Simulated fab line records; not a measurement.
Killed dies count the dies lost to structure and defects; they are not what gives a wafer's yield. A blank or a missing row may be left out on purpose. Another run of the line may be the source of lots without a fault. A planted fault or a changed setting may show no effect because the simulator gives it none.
fab line records -- flow n5_finfet
record lots=9, wafers=25, last_day=18
route steps=1938 shown GATE_CUT@470 BEOL_M4@1111 PASSIVATION@1936
lots that met no fault: from a run of the same line without faults
start_h: start of the lot's first displayed wafer, in hours after the record's first day -- wait_h: hours elapsed since this lot's preceding step -- " same as the row above -- L1.1+2: several wafers, shown together as one row -- - either no value or no given start -- * or withheld: withheld -- < > ~ a bound
route shown NAME@n: NAME is a module with steps in the file, n the number in the route of the first one -- usual: the fault-free wafers' mean and standard deviation -- same: alike in all rows -- chamber/n: place in a boat -- sites: per-site readings -- _std_site: the values' standard deviation -- _edge_site: outer sites' mean less inner sites' -- radius_mm: for every site, how far away it sits from the centre of the wafer -- mask NAME#n: copy n -- behind: tool/chamber where the wafer was last shaped -- hold: reason for holding the lot/hours on hold/outcome of the hold -- device: the transistor (n, p or np) that didn't switch -- end of line: the tests these same wafers got at the end of their route -- a step without rows: its recipe alone -- killed: not the wafer's yield, but the dies lost to structure and defects at the first sort -- map: shows each die of a wafer: x if killed, . if not, _ if none is there
set.NAME: the setting that was run; set.NAME@STEP: the one run at that earlier step -- model.NAME: the simulator's own value behind a step, which no gauge read
a sample of lots followed through the steps of the route, with each step as a table and each wafer as a row
services: the hour from which a tool's chamber was out of use, counted from the record's first day as start_h (under 0 if before that day), plus the number of hours and why
## steps
# step N5_GATE_CUT_STRIP_59
# recipe chemistry=N2/H2, time_s=20, power_w=100, temp_c=40, pressure_mtorr=100, rf_frequency_hz=6e+07, bias_power_w=3, n2_flow_sccm=300, h2_flow_sccm=300
# usual drypump_motor_current_A=5.8/0.39, oes_product_au=0.75/0.079, rf_vpp_V=45.3/0.77, showerhead_plenum_p_Torr=3.38/0.12, throttle_valve_pct=12.43/0.27
lot.wafer,tool,chamber,start_h,wait_h,drypump_motor_current_A,oes_product_au,rf_hours_counter_h,rf_vpp_V,showerhead_plenum_p_Torr,throttle_valve_pct
L460.1,rie_diel-05,1,86.71,0.1,6.2,0.68,240,46.2,3.48,12.29
L460.4,rie_diel-05,0,86.71,0.1,5.4,0.77,114,44.7,3.27,12.26
L460.6,rie_diel-05,2,86.71,0.1,5.4,0.70,-,46.3,3.48,12.77
L461.1,rie_diel-01,1,90.62,0.1,4.9,0.72,177,45.0,3.50,12.37
L461.2,rie_diel-01,3,90.62,0.1,5.9,0.68,225,46.2,3.33,12.56
L464.1,rie_diel-05,2,101.84,0.1,5.4,0.69,239,44.0,3.48,12.81
L464.4,rie_diel-05,3,101.84,0.1,5.9,0.78,125,45.2,3.53,12.37
L464.6,rie_diel-05,2,101.84,0.1,5.4,0.68,-,45.5,3.48,12.78
L465.4,rie_diel-01,0,111.92,0.1,6.7,0.74,191,46.1,3.37,12.27
L465.5,rie_diel-01,2,111.92,0.1,6.0,0.76,-,43.8,3.26,12.04
L470.2,rie_diel-06,1,139.89,0.1,6.2,0.77,147,45.8,3.52,12.56
L470.4,rie_diel-06,0,139.89,0.1,5.5,0.73,231,45.7,3.19,12.62
L470.5,rie_diel-06,2,139.89,0.1,5.8,0.71,-,45.5,3.22,12.82
L473.3,rie_diel-05,3,168.02,0.1,5.9,0.76,148,46.0,3.51,12.42
L473.5,rie_diel-05,0,168.02,0.1,5.4,0.74,-,45.8,3.26,12.34
L473.6,rie_diel-05,2,168.02,0.1,5.4,0.96,-,43.8,3.47,12.21
L480.3,rie_diel-05,3,199.33,0.1,5.9,0.76,159,45.1,3.51,12.46
L480.5,rie_diel-05,3,199.33,0.1,5.9,0.77,-,45.8,3.51,12.44
L480.6,rie_diel-05,2,199.33,0.1,5.4,0.91,-,44.8,3.46,12.21
L482.1,rie_diel-06,0,213.59,0.1,5.5,0.71,250,45.0,3.18,12.68
L482.3,rie_diel-06,3,213.59,0.1,5.9,0.88,42,45.4,3.30,11.97
L482.4,rie_diel-06,2,213.59,0.1,5.8,0.67,244,46.1,3.21,12.85
L483.2,rie_diel-06,1,223.45,0.1,6.2,0.75,170,44.6,3.50,12.61
L483.4,rie_diel-06,1,223.45,0.1,6.2,0.75,-,44.6,3.50,12.62
L483.6,rie_diel-06,2,223.45,0.1,5.8,0.68,-,44.4,3.20,12.89
# step N5_GATE_CUT_INSPECT_15
# recipe mode=adi, inspect_instrument=brightfield
# usual raw_defect_count=139/49
lot.wafer,tool,chamber,start_h,wait_h,raw_defect_count
L460.1,defect_inspect-01,-,90.59,0.1,116
L460.4,defect_inspect-01,-,90.59,0.1,175
L460.6,defect_inspect-01,-,90.59,0.1,141
L461.1,defect_inspect-02,-,94.02,0.1,160
L461.2,defect_inspect-02,-,94.02,0.1,118
L464.1,defect_inspect-01,-,105.08,0.1,85
L464.4,defect_inspect-01,-,105.08,0.1,92
L464.6,defect_inspect-01,-,105.08,0.1,66
L465.4,defect_inspect-01,-,115.17,0.0,302
L465.5,defect_inspect-01,-,115.17,0.0,193
L470.2,defect_inspect-02,-,143.34,0.0,142
L470.4,defect_inspect-02,-,143.34,0.0,102
L470.5,defect_inspect-02,-,143.34,0.0,114
L473.3,defect_inspect-01,-,171.38,0.0,93
L473.5,defect_inspect-01,-,171.38,0.0,146
L473.6,defect_inspect-01,-,171.38,0.0,109
L480.3,defect_inspect-02,-,202.61,0.0,136
L480.5,defect_inspect-02,-,202.61,0.0,91
L480.6,defect_inspect-02,-,202.61,0.0,49
L482.1,defect_inspect-02,-,218.97,0.1,76
L482.3,defect_inspect-02,-,218.97,0.1,83
L482.4,defect_inspect-02,-,218.97,0.1,96
L483.2,defect_inspect-02,-,226.74,0.0,126
L483.4,defect_inspect-02,-,226.74,0.0,77
L483.6,defect_inspect-02,-,226.74,0.0,146
# step N5_GATE_CUT_ETCH_28
# recipe chemistry=N2/H2, target=underlayer, target_depth_a=130, mask_material=CAR-EUV, time_s=10.4, ion_energy_ev=200, pressure_mtorr=30, source_w=840, bias_w=150, n2_flow_sccm=200, h2_flow_sccm=200, ends=cleared
# usual drypump_motor_current_A=5.8/0.37, etch_rf_on_time_s=10.48/0.26, oes_product_au=0.66/0.078, rf_vpp_V=523.3/2.8, showerhead_plenum_p_Torr=2.53/0.097, throttle_valve_pct=18.04/0.27
lot.wafer,tool,chamber,start_h,wait_h,drypump_motor_current_A,etch_rf_on_time_s,oes_product_au,rf_hours_counter_h,rf_vpp_V,showerhead_plenum_p_Torr,throttle_valve_pct
L460.1,rie_diel-06,3,90.75,0.0,5.9,10.57,0.83,5,522.3,2.50,17.66
L460.4,rie_diel-06,2,90.75,0.0,5.8,10.62,0.61,206,519.0,2.42,18.45
L460.6,rie_diel-06,1,90.75,0.0,6.2,10.13,0.67,-,527.2,2.66,18.19
L461.1,rie_diel-06,2,94.24,0.0,5.8,10.52,0.60,207,520.9,2.42,18.47
L461.2,rie_diel-06,1,94.24,0.0,6.2,10.06,0.67,131,528.5,2.66,18.20
L464.1,rie_diel-05,0,105.15,0.0,5.4,10.89,0.64,119,520.5,2.46,17.93
L464.4,rie_diel-05,2,105.15,0.0,5.5,10.67,0.58,240,528.0,2.62,18.42
L464.6,rie_diel-05,2,105.15,0.0,5.4,10.64,0.58,-,526.1,2.62,18.42
L465.4,rie_diel-01,2,115.23,0.0,6.0,10.89,0.63,130,520.8,2.45,17.62
L465.5,rie_diel-01,2,115.23,0.0,6.0,10.89,0.63,-,520.5,2.45,17.63
L470.2,rie_diel-05,0,143.41,0.0,5.4,10.59,0.64,132,522.4,2.45,17.96
L470.4,rie_diel-05,1,143.41,0.0,6.3,12.87,0.52,-,526.1,2.62,17.87
L470.5,rie_diel-05,0,143.41,0.0,5.4,10.69,0.63,-,521.8,2.45,17.94
L473.3,rie_diel-05,2,171.58,0.0,5.4,10.69,0.80,3,524.3,2.62,18.03
L473.5,rie_diel-05,3,171.58,0.0,5.9,10.54,0.64,-,526.2,2.65,18.13
L473.6,rie_diel-05,0,171.58,0.0,5.4,12.74,0.57,-,522.0,2.45,17.97
L480.3,rie_diel-01,0,202.68,0.0,6.7,10.18,0.63,220,522.8,2.53,17.94
L480.5,rie_diel-01,2,202.68,0.0,6.0,10.83,0.61,-,521.4,2.44,17.67
L480.6,rie_diel-01,3,202.68,0.0,5.9,9.74,0.85,-,523.8,2.50,17.70
L482.1,rie_diel-06,1,219.04,0.0,6.2,10.03,0.65,169,525.9,2.64,18.26
L482.3,rie_diel-06,2,219.04,0.0,5.8,10.58,0.58,247,521.9,2.41,18.52
L482.4,rie_diel-06,2,219.04,0.0,5.8,10.64,0.58,-,518.7,2.41,18.51
L483.2,rie_diel-06,1,226.81,0.0,6.2,10.02,0.64,172,525.7,2.64,18.25
L483.4,rie_diel-06,2,226.81,0.0,5.8,10.53,0.58,-,520.3,2.41,18.51
L483.6,rie_diel-06,3,226.81,0.0,5.9,10.46,0.75,-,522.2,2.48,17.71
# step N5_GATE_CUT_ETCH_36
# recipe chemistry=CF4, target=SiARC, target_depth_a=130, mask_material=CAR-EUV, time_s=21.7, ion_energy_ev=80, pressure_mtorr=40, source_w=545, bias_w=36, Ar_flow_sccm=100, cf4_flow_sccm=100, ends=cleared
# usual drypump_motor_current_A=5.8/0.37, etch_rf_on_time_s=21.9/0.52, oes_product_au=0.66/0.075, rf_vpp_V=183.9/1.3, showerhead_plenum_p_Torr=2.13/0.073, throttle_valve_pct=15.76/0.25
lot.wafer,tool,chamber,start_h,wait_h,drypump_motor_current_A,etch_rf_on_time_s,oes_product_au,rf_hours_counter_h,rf_vpp_V,showerhead_plenum_p_Torr,throttle_valve_pct
L460.1,rie_diel-06,3,90.76,0.0,5.9,22.1,0.82,5,185.4,2.11,15.43
L460.4,rie_diel-06,2,90.76,0.0,5.8,21.8,0.61,206,182.0,2.04,16.11
L460.6,rie_diel-06,1,90.76,0.0,6.2,21.0,0.67,-,185.9,2.23,15.83
L461.1,rie_diel-06,2,94.26,0.0,5.8,21.8,0.61,207,182.4,2.04,16.10
L461.2,rie_diel-06,1,94.26,0.0,6.2,21.3,0.67,131,184.5,2.23,15.83
L464.1,rie_diel-05,0,105.17,0.0,5.3,22.4,0.64,119,182.1,2.08,15.62
L464.4,rie_diel-05,2,105.17,0.0,5.4,22.4,0.58,240,185.5,2.21,16.16
L464.6,rie_diel-05,2,105.17,0.0,5.4,22.1,0.59,-,184.2,2.21,16.14
L465.4,rie_diel-01,2,115.25,0.0,6.0,22.7,0.63,130,182.3,2.07,15.41
L465.5,rie_diel-01,2,115.25,0.0,6.0,22.5,0.63,-,182.6,2.08,15.41
L470.2,rie_diel-05,0,143.43,0.0,5.4,22.1,0.63,132,183.7,2.07,15.66
L470.4,rie_diel-05,1,143.43,0.0,6.2,22.6,0.57,-,186.4,2.19,15.60
L470.5,rie_diel-05,0,143.43,0.0,5.4,22.3,0.63,-,182.9,2.07,15.63
L473.3,rie_diel-05,2,171.60,0.0,5.4,22.6,0.79,3,184.2,2.21,15.69
L473.5,rie_diel-05,3,171.60,0.0,5.9,22.1,0.65,-,184.7,2.22,15.77
L473.6,rie_diel-05,0,171.60,0.0,5.4,22.1,0.63,-,184.7,2.07,15.65
L480.3,rie_diel-01,0,202.70,0.0,6.7,21.2,0.63,220,183.6,2.13,15.73
L480.5,rie_diel-01,2,202.70,0.0,6.0,22.3,0.61,-,183.4,2.07,15.46
L480.6,rie_diel-01,3,202.70,0.0,5.9,20.4,0.86,-,184.1,2.10,15.49
L482.1,rie_diel-06,1,219.06,0.0,6.2,20.8,0.65,169,186.8,2.21,15.90
L482.3,rie_diel-06,2,219.06,0.0,5.7,21.8,0.59,247,183.3,2.03,16.18
L482.4,rie_diel-06,2,219.06,0.0,5.7,21.6,0.59,-,182.7,2.03,16.20
L483.2,rie_diel-06,1,226.83,0.0,6.2,20.8,0.65,172,186.4,2.21,15.90
L483.4,rie_diel-06,2,226.83,0.0,5.8,21.6,0.59,-,182.4,2.03,16.17
L483.6,rie_diel-06,3,226.83,0.0,5.9,21.9,0.75,-,183.8,2.09,15.50
# step N5_BEOL_M4_RC_MEAS_101
# usual DIBL_N=35.1/1.5, DIBL_P=35.2/2, IOFF_N=0.146/0.028, IOFF_P=0.20/0.036, ION_N=670/12, ION_P=462/8.2, SS_N=71.2/0.63, SS_P=73.1/0.7, VT_N=250/3.6, VT_P=-251/3.3
lot.wafer,tool,chamber,start_h,wait_h,DIBL_N[mV/V],DIBL_P[mV/V],IOFF_N[nA/um],IOFF_P[nA/um],ION_N[uA/um],ION_P[uA/um],SS_N[mV/dec],SS_P[mV/dec],VT_N[mV],VT_P[mV]
L460.1,prober-01,0,168.76,0.0,34.7,33.7,0.115,0.16,634,440,70.6,73.0,256,-254
L460.4,prober-01,0,168.76,0.0,36.7,36.4,0.153,0.20,675,463,71.1,73.7,251,-254
L460.6,prober-01,0,168.76,0.0,37.3,36.6,0.167,0.21,669,453,71.8,73.5,247,-252
L461.1,prober-02,0,190.33,0.0,32.4,32.2,0.104,0.16,659,454,70.0,72.6,254,-251
L461.2,prober-02,0,190.33,0.0,36.0,37.7,0.163,0.24,668,465,71.6,73.4,248,-250
L464.1,prober-01,0,191.73,0.1,33.9,32.1,0.117,0.17,671,464,70.1,72.3,253,-250
L464.4,prober-01,0,191.73,0.1,36.1,34.9,0.152,0.20,688,466,70.9,73.4,248,-250
L464.6,prober-01,0,191.73,0.1,36.2,35.1,0.156,0.21,692,476,71.3,73.6,249,-247
L465.4,prober-02,0,194.58,0.5,37.0,38.1,0.178,0.21,667,455,71.7,74.1,250,-252
L465.5,prober-02,0,194.58,0.5,36.6,38.4,0.183,0.22,674,467,71.6,74.4,246,-251
L470.2,prober-02,0,240.71,0.2,34.4,33.1,0.138,0.17,672,461,71.4,73.1,250,-251
L470.4,prober-02,0,240.71,0.2,34.9,33.4,0.141,0.18,660,453,70.9,72.8,248,-249
L470.5,prober-02,0,240.71,0.2,36.2,35.6,0.167,0.20,694,470,71.8,74.1,243,-252
L473.3,prober-01,0,266.73,0.3,34.1,33.7,0.121,0.22,665,469,71.1,72.8,249,-246
L473.5,prober-01,0,266.73,0.3,35.3,34.8,0.141,0.23,673,471,72.1,73.8,249,-246
L473.6,prober-01,0,266.73,0.3,36.3,36.0,0.159,0.24,676,470,71.7,73.4,249,-247
L480.3,prober-01,0,291.84,0.3,32.4,31.6,0.116,0.19,656,460,70.9,71.7,254,-251
L480.5,prober-01,0,291.84,0.3,32.4,31.9,0.120,0.19,666,462,71.7,72.3,252,-249
L480.6,prober-01,0,291.84,0.3,35.7,36.2,0.183,0.26,680,475,71.9,73.1,246,-245
L482.1,prober-01,0,324.03,0.0,33.1,32.6,0.103,0.15,657,456,70.5,71.4,257,-255
L482.3,prober-01,0,324.03,0.0,32.8,33.5,0.110,0.17,664,464,70.8,72.8,253,-253
L482.4,prober-01,0,324.03,0.0,33.7,33.0,0.116,0.16,670,451,70.2,72.3,253,-255
L483.2,prober-01,0,327.86,0.2,34.9,36.4,0.155,0.21,684,468,71.1,73.1,248,-249
L483.4,prober-01,0,327.86,0.2,36.2,37.9,0.173,0.23,678,465,71.8,74.0,246,-250
L483.6,prober-01,0,327.86,0.2,35.0,36.3,0.146,0.20,675,472,71.4,73.0,248,-250
# step N5_PASSIVATION_PROBE_49
# usual defect_limited_yield=91.4/1.4, killed_at_M0_to_M3=32/10, killed_at_M4_up=13/5.6, killed_at_contacts=13/6.6, killed_at_front_end=39/13, killed_at_other=3.4/2.8, killed_dies=101/17, killed_open=66/13, killed_short=33/7, sort_bin_5_function=5.0/0.93, sort_bin_6_memory=3.2/0.65, sort_bin_8_speed=0.01/0.16, sort_n_pass=1078/17, sort_yield_pct=91.4/1.4
# same gross_dies=1180, killed_at_back_side=0, sort_bin_4_leakage[%]=0
lot.wafer,tool,chamber,start_h,wait_h,defect_limited_yield[%],killed_at_M0_to_M3,killed_at_M4_up,killed_at_contacts,killed_at_front_end,killed_at_other,killed_dies,killed_open,killed_short,sort_bin_5_function[%],sort_bin_6_memory[%],sort_bin_8_speed[%],sort_n_pass,sort_yield_pct[%]
L473.3,prober-02,-,360.60,0.1,92.0,20,26,8,37,3,94,45,45,4.4,3.1,0,1086,92.0
L473.5,prober-02,-,360.70,0.2,91.7,26,12,12,47,1,98,67,29,4.9,2.7,0,1082,91.7
L473.6,prober-02,-,360.75,0.3,90.7,48,11,13,36,2,110,73,37,5.6,3.5,0,1070,90.7
# killed by level:class
L473.3 BEOL_M4:geometric_particle:short=9 FIN_SAQP:geometric_particle:short=8 BEOL_M0_SAQP:geometric_particle:short=8 STI_FIN_REVEAL:geometric_particle:open=6 MOL_CONTACT_COAG:geometric_particle:open=6 FIN_SAQP:geometric_particle:open=5 BEOL_M4:geometric_particle:open=5 GATE_CUT:geometric_particle:open=4
L473.5 MOL_CONTACT_COAG:geometric_particle:open=10 FIN_SAQP:geometric_particle:open=9 STI_FIN_REVEAL:geometric_particle:open=8 BEOL_M2:geometric_particle:open=7 BEOL_M4:geometric_particle:open=6 BEOL_M3:geometric_particle:open=6 DUMMY_GATE:geometric_particle:open=5 ILD0:geometric_particle:open=5
L473.6 BEOL_M0_SAQP:geometric_particle:open=10 MOL_CONTACT_COAG:geometric_particle:open=10 BEOL_M2:geometric_particle:open=10 BEOL_M3:geometric_particle:open=10 FIN_SAQP:geometric_particle:open=9 BEOL_M0_SAQP:geometric_particle:short=6 BEOL_M0:geometric_particle:short=5 GATE_CUT:geometric_particle:short=5
## services
tool,chamber,start_h,hours,kind
rie_diel-06,3,115.07,1.5,repair
rie_diel-05,-,119.41,0.5,repair
rie_diel-05,2,138.77,-,clean
rie_diel-05,2,138.77,-,consumable_replace:esc
rie_diel-05,2,138.77,-,consumable_replace:focus_ring
rie_diel-06,1,147.10,9.0,repair
rie_diel-05,1,148.74,7.9,repair
rie_diel-01,3,161.06,3.2,repair
rie_diel-06,0,162.19,6.6,repair
rie_diel-05,1,163.09,-,clean
rie_diel-05,1,163.09,-,consumable_replace:focus_ring
rie_diel-05,1,163.09,27.9,scheduled_down
rie_diel-05,1,163.09,27.9,vent_cycle
rie_diel-01,3,173.24,-,clean
rie_diel-01,3,173.24,-,consumable_replace:focus_ring
rie_diel-01,3,173.24,21.0,scheduled_down
rie_diel-01,3,173.24,21.0,vent_cycle
rie_diel-06,0,213.94,-,clean
rie_diel-06,0,213.94,-,consumable_replace:focus_ring
rie_diel-06,0,213.94,-,consumable_replace:showerhead
rie_diel-06,0,213.94,17.7,scheduled_down
rie_diel-06,0,213.94,17.7,vent_cycle
## key
first_sign step=N5_GATE_CUT_ETCH_28, reading=etch_rf_on_time_s, direction=up, sigmas=9.1, usual=*, struck=*
effect none on later readings
met_at N5_GATE_CUT_ETCH_28
struck_lots L470,L473
struck_wafers L470.4,L473.6
not_acting_at N5_GATE_CUT_STRIP_59,N5_GATE_CUT_INSPECT_15,N5_GATE_CUT_ETCH_36
onset_between 105.15 143.41
fault kind=process_parameter_drift, tool=rie_diel-05, chamber=-, onset_h=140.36, steps=N5_GATE_CUT_ETCH_28, channel=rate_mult, offset=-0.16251, shape=step, end_h=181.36, scope=struck_wafers_only
